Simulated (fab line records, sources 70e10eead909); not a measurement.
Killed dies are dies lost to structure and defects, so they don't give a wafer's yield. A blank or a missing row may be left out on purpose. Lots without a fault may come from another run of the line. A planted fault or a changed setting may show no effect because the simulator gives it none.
fab line records | flow nand_harc
record lots=12 wafers=36 last_day=24
route steps=1159 shown A_ZERO_WELL@401 A_CHANNEL_HOLE_D1@451 END@1159
lots that met no fault: from a run of the same line without faults
start_h: hours from the record's first day to the start of the lot's first wafer shown | wait_h: hours since the lot's step before | " the same as in the row above | L1.1+2: a row that stands for several wafers | - no value, or no start given | * or withheld: withheld | < > ~ a bound
route shown NAME@n: a module of which the file shows steps, and the number in the route of the first | usual: mean/standard deviation of fault-free wafers | same: alike in all rows | chamber/n: place in a boat | sites: the reading at each site | _std_site: their standard deviation | _edge_site: outer sites' mean less inner sites' | radius_mm: how far each site lies from the wafer's centre | mask NAME#n: copy n | behind: the tool/chamber that last shaped the wafer | hold: why the lot was held/for how many hours/how that ended | device: the transistor (n, p or np) that didn't switch | end of line: the same wafers' tests at the end of the route | a step without rows: its recipe alone | killed: dies lost to structure and defects at the first sort, not the wafer's yield | map: a wafer's dies, x killed, . not, _ none there
set.NAME: the setting as run; set.NAME@STEP: as run at that earlier step | model.NAME: the simulator's own value behind a step, which no gauge read
steps of the route over a sample of lots; a table a step, a row a wafer
services: from which hour (start_h, from the record's first day; less than 0 if before it) a tool's chamber was out of use, for how many hours, and why
## steps
# step NHARC_A_ZERO_WELL_CD_MEAS_10
# recipe target_cd_nm=2000 landing_energy_ev=500
# usual cd_nm=1998.4/2.3
# columns lot.wafer tool chamber start_h wait_h cd_nm
L285.1 cd_sem-03 0 128.36 - 1997.7
L285.3 " 0 " " 1994.9
L285.5 " 0 " " 1998.0
L286.1 cd_sem-01 0 141.96 - 1996.9
L286.4 " 0 " " 1999.7
L286.6 " 0 " " 1996.9
L287.2 cd_sem-02 0 142.47 - 2001.3
L287.5 " 0 " " 2001.5
L287.6 " 0 " " 1997.1
L288.3 cd_sem-03 0 143.54 - 1998.8
L288.4 " 0 " " 1999.5
L288.6 " 0 " " 1998.4
L290.2 cd_sem-03 0 154.19 - 1997.5
L290.3 " 0 " " 1999.0
L290.6 " 0 " " 1999.6
L292.2 cd_sem-03 0 172.50 - 1996.2
L292.3 " 0 " " 1997.9
L292.4 " 0 " " 1994.1
L294.1 cd_sem-03 0 198.44 - 1996.8
L294.5 " 0 " " 2000.0
L294.6 " 0 " " 1996.3
L296.1 cd_sem-01 0 206.97 - 1999.1
L296.3 " 0 " " 2000.0
L296.4 " 0 " " 2001.5
L295.2 cd_sem-01 0 211.86 - 1996.7
L295.3 " 0 " " 1994.6
L295.5 " 0 " " 1994.8
L306.2 cd_sem-01 0 261.61 - 2002.2
L306.3 " 0 " " 1999.4
L306.5 " 0 " " 1995.8
L305.1 cd_sem-01 0 262.29 - 1996.7
L305.4 " 0 " " 1997.6
L305.5 " 0 " " 1999.3
L308.2 cd_sem-01 0 264.38 - 1996.7
L308.3 " 0 " " 2000.6
L308.6 " 0 " " 2001.5
# step NHARC_A_ZERO_WELL_DESCUM_12
# recipe time_s=3 o2_flow_sccm=200 ar_flow_sccm=0 bias_power_w=0 chemistry=O2
# usual drypump_motor_current_A=5.7/0.38 mfc_ar_sccm=0.008/0.0095 oes_product_au=0.998/0.012 rf_vpp_V=57.9/0.85 showerhead_plenum_p_Torr=1.95/0.074 throttle_valve_pct=11.311/0.0084
# columns lot.wafer tool chamber start_h wait_h drypump_motor_current_A mfc_ar_sccm oes_product_au rf_hours_counter_h rf_vpp_V showerhead_plenum_p_Torr throttle_valve_pct
L285.1 rie_diel-04 3 128.54 - 5.6 0 1.013 1 59.0 2.01 11.317
L285.3 " 0 " " 5.9 0.009 1.015 1 57.4 2.05 11.315
L285.5 " 1 " " 5.7 0 0.987 - 57.4 1.85 11.316
L286.4 rie_diel-09 2 142.13 - 5.9 0 0.986 4 58.5 1.85 11.304
L286.1 " 3 " " 6.3 0.028 1.004 4 57.2 2.03 11.297
L286.6 " 1 " " 5.7 0.018 0.997 - 58.6 1.99 11.320
L287.2 rie_diel-04 1 142.65 - 5.8 0 0.972 2 58.2 1.85 11.303
L287.6 " 0 " " 5.9 0.009 1.005 - 58.4 2.05 11.318
L287.5 " 1 " " 5.7 0 0.959 - 57.1 1.85 11.307
L288.3 rie_diel-09 1 143.70 - 5.7 0.018 1.004 4 57.2 2.00 11.310
L288.4 " 2 " " 6.0 0 0.981 4 58.2 1.85 11.308
L288.6 " 1 " " 5.7 0.018 1.006 - 58.2 2.00 11.299
L290.2 rie_diel-04 3 154.35 - 5.6 0 1.017 4 58.8 2.01 11.322
L290.3 " 0 " " 5.9 0.009 1.006 4 58.8 2.05 11.313
L290.6 " 3 " " 5.6 0 1.014 - 56.6 2.01 11.312
L292.3 rie_diel-04 0 172.66 - 5.9 0.009 1.012 6 58.9 2.05 11.305
L292.2 " 1 " " 5.8 0 0.991 5 57.8 1.85 11.312
L292.4 " 3 " " 5.6 0 1.007 6 58.8 2.01 11.304
L294.1 rie_diel-04 2 198.61 - 6.0 0.013 0.980 8 59.1 2.01 11.313
L294.6 " 0 " " 5.9 0.009 1.003 - 57.3 2.05 11.312
L294.5 " 1 " " 5.8 0 0.983 - 57.4 1.85 11.316
L296.3 rie_diel-09 2 207.13 - 5.9 0 0.998 7 57.0 1.85 11.307
L296.1 " 3 " " 6.3 0.028 1.021 7 59.1 2.03 11.305
L296.4 " 1 " " 5.7 0.018 0.994 7 58.2 1.99 11.308
L295.2 rie_diel-08 1 212.01 - 5.3 0 0.986 3 57.1 1.84 11.321
L295.3 " 3 " " 5.2 0.008 0.993 4 57.1 1.90 11.318
L295.5 " 2 " " 5.1 0 0.995 - 58.5 1.92 11.320
L306.2 rie_diel-08 2 261.76 - 5.1 0 1.004 9 56.9 1.92 11.314
L306.3 " 3 " " 5.2 0.008 1.001 9 58.3 1.89 11.322
L306.5 " 2 " " 5.1 0 1.008 - 57.5 1.92 11.309
L305.4 rie_diel-04 2 262.44 - 6.0 0.013 0.991 15 58.5 2.01 11.303
L305.1 " 1 " " 5.7 0 0.986 16 58.0 1.85 11.310
L305.5 " 3 " " 5.6 0 1.006 - 58.4 2.00 11.314
L308.3 rie_diel-08 1 264.54 - 5.3 0 0.991 8 57.5 1.84 11.309
L308.2 " 0 " " 6.4 0 0.985 6 57.2 1.94 11.297
L308.6 " 2 " " 5.1 0 1.007 - 58.2 1.92 11.301
# step NHARC_A_CHANNEL_HOLE_D1_DEP_01
# recipe target_thk_a=1400 target_thk_nm=140 temp_c=400 pressure_torr=3.5 flow_sccm=200 rf_w=350 material=SiON
# usual heater_power_w=742/77 rf_fwd_power_W=348.4/1.2
# columns lot.wafer tool chamber start_h wait_h heater_power_w rf_fwd_power_W since_wet_clean_h
L285.1 pecvd-02 1 169.38 1.6 513 347.1 3
L285.3 " 0 " " 763 347.8 3
L285.5 " 2 " " 693 346.4 -
L286.1 pecvd-04 2 182.90 1.7 643 349.8 156
L286.6 " 0 " " 713 348.6 -
L286.4 " 2 " " 661 349.0 -
L287.2 pecvd-04 1 184.28 1.3 906 348.3 157
L287.5 " 2 " " 704 349.2 -
L287.6 " 1 " " 932 348.9 -
L288.3 pecvd-04 2 184.75 1.0 729 348.5 158
L288.4 " 0 " " 645 348.5 -
L288.6 " 1 " " 884 349.5 -
L290.3 pecvd-02 0 192.68 1.0 746 351.2 27
L290.2 " 1 " " 606 349.0 27
L290.6 " 0 " " 742 350.6 -
L292.3 pecvd-03 1 207.84 1.0 762 347.8 84
L292.2 " 0 " " 764 348.3 84
L292.4 " 1 " " 773 347.9 -
L294.1 pecvd-03 1 237.02 1.8 758 347.4 113
L294.5 " 0 " " 814 349.7 -
L294.6 " 1 " " 749 348.4 -
L295.2 pecvd-03 0 248.97 1.3 809 348.4 125
L295.3 " 1 " " 774 349.3 125
L295.5 " 1 " " 733 349.4 -
L296.3 pecvd-04 0 249.84 1.0 786 349.9 42
L296.1 " 2 " " 707 349.6 42
L296.4 " 2 " " 699 350.9 -
L306.2 pecvd-04 1 299.59 1.3 859 349.4 91
L306.3 " 2 " " 656 293.8 92
L306.5 " 2 " " 669 292.2 -
L308.3 pecvd-02 2 302.57 1.0 682 347.5 137
L308.2 " 0 " " 732 348.4 137
L308.6 " 2 " " 710 347.1 -
L305.1 pecvd-04 0 303.51 1.7 725 348.5 95
L305.4 " 2 " " 659 292.6 -
L305.5 " 1 " " 854 348.8 -
# step NHARC_A_CHANNEL_HOLE_D1_ETCH_38
# recipe target_depth_a=390 over_etch_frac=0.3 time_s=65 ion_energy_ev=80 cf4_flow_sccm=150 ar_flow_sccm=0 rf_w=300 bias_w=100 chemistry=CF4
# usual drypump_motor_current_A=5.7/0.39 mfc_ar_sccm=0.008/0.0094 oes_product_au=0.997/0.015 rf_fwd_power_W=297.6/1.3 rf_vpp_V=151.5/1.2 showerhead_plenum_p_Torr=1.79/0.062 throttle_valve_pct=13.285/0.0091
# columns lot.wafer tool chamber start_h wait_h drypump_motor_current_A mfc_ar_sccm oes_product_au rf_fwd_power_W rf_hours_counter_h rf_vpp_V showerhead_plenum_p_Torr throttle_valve_pct
L285.3 rie_diel-03 2 170.38 0.1 5.5 0.001 0.987 296.2 10 150.5 1.73 13.272
L285.1 " 3 " " 5.7 0.004 0.985 299.3 10 151.0 1.69 13.284
L285.5 " 1 " " 4.7 0 0.999 295.0 - 153.7 1.89 13.277
L286.4 rie_diel-03 3 183.84 0.1 5.7 0.004 0.992 299.9 11 149.3 1.69 13.275
L286.1 " 0 " " 6.1 0.005 0.986 299.3 10 151.7 1.83 13.281
L286.6 " 3 " " 5.7 0.004 0.998 298.3 - 149.9 1.69 13.295
L287.2 rie_diel-06 0 185.24 0.1 5.5 0.015 0.977 297.6 6 152.1 1.81 13.274
L287.5 " 3 " " 5.6 0 1.015 298.2 - 152.4 1.76 13.290
L287.6 " 0 " " 5.5 0.015 0.983 296.6 - 152.2 1.81 13.292
L288.3 rie_diel-01 0 185.68 0.1 6.4 0 0.986 298.6 2 153.4 1.89 13.287
L288.4 " 1 " " 5.5 0 0.974 299.6 2 152.2 1.77 13.281
L288.6 " 2 " " 5.7 0.018 1.009 297.6 - 151.8 1.77 13.288
L290.3 rie_diel-03 3 193.76 0.1 5.7 0.004 0.996 299.0 12 149.5 1.69 13.282
L290.2 " 0 " " 6.1 0.005 0.966 300.8 11 152.5 1.83 13.283
L290.6 " 3 " " 5.7 0.004 0.995 299.6 - 150.5 1.69 13.294
L292.4 rie_diel-06 0 208.83 0.1 5.5 0.015 0.987 296.8 7 151.3 1.81 13.274
L292.2 " 1 " " 5.6 0.032 0.996 296.1 8 150.9 1.74 13.274
L292.3 " 3 " " 5.7 0 1.028 297.5 8 151.5 1.76 13.275
L294.1 rie_diel-01 0 238.00 0.1 6.4 0 1.001 299.6 8 155.0 1.89 13.277
L294.5 " 2 " " 5.8 0.018 1.016 297.9 - 149.3 1.77 13.293
L294.6 " 0 " " 6.4 0 0.988 300.3 - 152.0 1.89 13.283
L295.3 rie_diel-03 0 249.95 0.1 6.1 0.005 0.996 299.7 1 152.5 1.83 13.264
L295.2 " 2 " " 5.5 0.001 0.973 296.0 1 150.4 1.73 13.284
L295.5 " 0 " " 6.0 0.005 0.994 298.5 - 150.2 1.83 13.277
L296.1 rie_diel-06 1 250.74 0.1 5.6 0.032 1.002 296.9 0 150.4 1.74 13.290
L296.3 " 3 " " 5.7 0 1.033 297.6 0 150.3 1.76 13.291
L296.4 " 0 " " 5.5 0.015 0.984 296.2 0 153.1 1.81 13.280
L306.3 rie_diel-03 3 300.47 0.1 5.7 0.004 0.989 297.9 7 150.1 1.69 13.270
L306.2 " 0 " " 6.1 0.005 0.997 297.5 7 151.2 1.83 13.291
L306.5 " 2 " " 5.5 0.001 0.984 296.5 - 151.3 1.73 13.294
L308.3 rie_diel-06 0 303.41 0.1 5.5 0.015 1.002 297.3 3 150.5 1.81 13.288
L308.2 " 1 " " 5.7 0.032 1.010 295.5 4 151.5 1.74 13.286
L308.6 " 3 " " 5.6 0 1.038 298.8 - 150.4 1.76 13.276
L305.4 rie_diel-01 0 304.48 0.1 6.4 0 0.984 297.4 13 152.1 1.89 13.278
L305.1 " 2 " " 5.7 0.018 1.023 296.4 10 151.0 1.77 13.301
L305.5 " 0 " " 6.4 0 0.973 298.4 - 152.2 1.89 13.288
# step NHARC_END_SORT_01
# recipe temp_c=25
# usual killed_at_array=29/11 killed_at_other=0.5/0.89 killed_at_periphery=3.3/2 killed_dies=32/11 killed_open=3.1/1.9 killed_short=2.3/1.6
# same gross_dies=677
# columns lot.wafer tool chamber start_h wait_h killed_at_array killed_at_other killed_at_periphery killed_dies killed_open killed_short
L294.1 prober-01 0 501.60 2.5 13 1 7 21 3 2
L294.5 prober-01 0 504.79 3.7 16 2 5 23 8 3
L294.6 prober-01 0 505.59 4.0 15 0 3 18 4 5
L306.2 prober-02 0 555.12 2.8 35 0 4 39 3 3
L306.3 prober-02 0 555.92 3.1 33 0 4 37 2 2
L306.5 prober-02 0 557.51 3.7 20 0 1 21 0 0
L308.2 prober-02 0 566.66 2.8 35 1 5 41 6 3
L308.3 prober-02 0 567.45 3.1 44 1 5 50 4 3
L308.6 prober-02 0 569.84 4.0 34 6 3 43 2 0
L305.1 prober-01 0 569.83 2.5 47 0 7 54 4 4
L305.4 prober-01 0 572.29 3.5 39 0 3 42 1 1
L305.5 prober-01 0 573.11 3.8 32 0 4 36 4 0
# killed by level:class
L294.1 A_CONTACT:chamber_film_flake=5 P_M2:chamber_film_flake=4 A_BLC:geometric_particle:open=2 P_STI:chamber_film_flake=2 A_STAIRCASE:chamber_film_flake=2 A_WL_FILL:geometric_particle:open=1 A_CONTACT:geometric_particle:short=1 A_M1:geometric_particle:short=1
L294.5 A_CHANNEL_HOLE_D1:chamber_film_flake=3 A_CONTACT:chamber_film_flake=3 A_WL_FILL:geometric_particle:short=2 P_CONTACT:chamber_film_flake=2 P_M2:chamber_film_flake=2 THIN_TSV:chamber_film_flake=2 P_M0:geometric_particle:open=1 A_ONON_D1:geometric_particle:open=1
L294.6 A_CHANNEL_HOLE_D1:chamber_film_flake=3 A_CONTACT:chamber_film_flake=2 P_M2:chamber_film_flake=2 P_M0:geometric_particle:open=1 A_ONON_D1:geometric_particle:short=1 A_CHANNEL_HOLE_D1:geometric_particle:short=1 A_CHANNEL_FILL_D1:geometric_particle:open=1 A_WL_FILL:geometric_particle:short=1
L306.2 A_CHANNEL_HOLE_D1:chamber_film_flake=21 A_CONTACT:chamber_film_flake=6 P_STI:chamber_film_flake=3 A_CHANNEL_FILL_D1:geometric_particle:short=2 A_STAIRCASE:chamber_film_flake=2 P_M0:geometric_particle:open=1 A_CHANNEL_FILL_D1:geometric_particle:open=1 A_WL_FILL:geometric_particle:short=1
L306.3 A_CHANNEL_HOLE_D1:chamber_film_flake=23 A_CONTACT:chamber_film_flake=7 P_GATE:chamber_film_flake=2 P_ZERO_WELL:geometric_particle:short=1 P_GATE:geometric_particle:open=1 A_SOURCE_PLATE:geometric_particle:open=1 A_CONTACT:geometric_particle:short=1 A_STAIRCASE:chamber_film_flake=1
L306.5 A_CHANNEL_HOLE_D1:chamber_film_flake=17 A_CONTACT:chamber_film_flake=3 P_STI:chamber_film_flake=1
L308.2 A_SLIT:chamber_film_flake=13 A_CHANNEL_HOLE_D1:chamber_film_flake=9 A_STAIRCASE:chamber_film_flake=5 A_CONTACT:geometric_particle:open=2 P_STI:chamber_film_flake=2 P_GATE:geometric_particle:open=1 P_M1:geometric_particle:short=1 A_ONON_D1:geometric_particle:short=1
L308.3 A_STAIRCASE:chamber_film_flake=16 A_SLIT:chamber_film_flake=14 A_CHANNEL_HOLE_D1:chamber_film_flake=8 A_BLC:geometric_particle:open=2 P_GATE:chamber_film_flake=2 P_M1:chamber_film_flake=2 P_GATE:geometric_particle:short=1 A_ONON_D1:geometric_particle:short=1
L305.1 A_SLIT:chamber_film_flake=22 A_CHANNEL_HOLE_D1:chamber_film_flake=10 A_CONTACT:chamber_film_flake=6 P_GATE:chamber_film_flake=5 A_STAIRCASE:chamber_film_flake=2 P_STI:geometric_particle:short=1 P_M0:geometric_particle:short=1 A_SOURCE_PLATE:geometric_particle:open=1
L308.6 A_SLIT:chamber_film_flake=14 A_STAIRCASE:chamber_film_flake=9 A_CHANNEL_HOLE_D1:chamber_film_flake=6 THIN_TSV:chamber_film_flake=5 P_M1:chamber_film_flake=2 A_CONTACT:chamber_film_flake=2 A_CONTACT:geometric_particle:open=1 STARTING-WAFER:geometric_particle:open=1
L305.4 A_SLIT:chamber_film_flake=17 A_CHANNEL_HOLE_D1:chamber_film_flake=9 A_WL_FILL:chamber_film_flake=4 P_GATE:chamber_film_flake=3 A_CONTACT:chamber_film_flake=3 A_BLC:chamber_film_flake=2 A_CHANNEL_FILL_D1:geometric_particle:short=1 A_SGD_CUT:geometric_particle:open=1
L305.5 A_SLIT:chamber_film_flake=11 A_CHANNEL_HOLE_D1:chamber_film_flake=8 A_CONTACT:chamber_film_flake=8 P_GATE:chamber_film_flake=4 A_CHANNEL_HOLE_D1:geometric_particle:open=1 A_CHANNEL_FILL_D1:geometric_particle:open=1 A_STAIRCASE:geometric_particle:open=1 A_BLC:geometric_particle:open=1
## services
# columns tool chamber start_h hours kind
pecvd-03 - 111.00 13.0 pm
rie_diel-04 - 111.90 9.0 pm
rie_diel-08 - 124.85 9.0 pm
rie_diel-01 2 128.26 7.2 repair
rie_diel-01 - 138.09 9.0 pm
rie_diel-03 1 143.47 8.0 repair
pecvd-03 1 149.42 10.9 repair
pecvd-02 - 153.00 13.0 pm
rie_diel-09 1 153.32 1.7 repair
rie_diel-01 2 160.90 5.5 repair
rie_diel-01 2 170.71 1.5 repair
rie_diel-03 1 171.90 6.8 repair
rie_diel-08 1 185.84 6.1 repair
pecvd-04 - 195.14 13.0 pm
rie_diel-04 2 207.96 8.7 repair
rie_diel-06 - 212.17 0.3 repair
rie_diel-03 - 215.30 9.0 pm
rie_diel-08 0 222.52 1.3 repair
rie_diel-09 0 226.36 5.7 repair
rie_diel-01 1 231.47 15.1 repair
rie_diel-06 - 241.20 9.0 pm
rie_diel-03 1 247.99 15.8 repair
rie_diel-03 2 250.27 6.7 repair
rie_diel-04 - 288.90 9.0 pm
## key
first_sign step=NHARC_A_CHANNEL_HOLE_D1_DEP_01 reading=rf_fwd_power_W direction=down sigmas=46 usual=* struck=*
effect none on later readings
met_at NHARC_A_CHANNEL_HOLE_D1_DEP_01
struck_lots L305,L306
struck_wafers L305.4,L306.3,L306.5
tester_left_out L305,L306
not_acting_at NHARC_A_ZERO_WELL_CD_MEAS_10,NHARC_A_ZERO_WELL_DESCUM_12,NHARC_A_CHANNEL_HOLE_D1_ETCH_38
onset_between 249.84 299.59
fault kind=process_parameter_drift tool=pecvd-04 chamber=2 onset_h=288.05 steps=NHARC_A_CHANNEL_HOLE_D1_DEP_01 channel=rf_w offset=* shape=step end_h=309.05 acts_in=* stated=*
# tester_left_out: of these lots the tester's yield and bins aren't shown, on N5 and GAA mostly nor the transistor test; their killed dies are dies lost to structure and defects alone, not to doping, threshold or leakage, so they don't give the yield
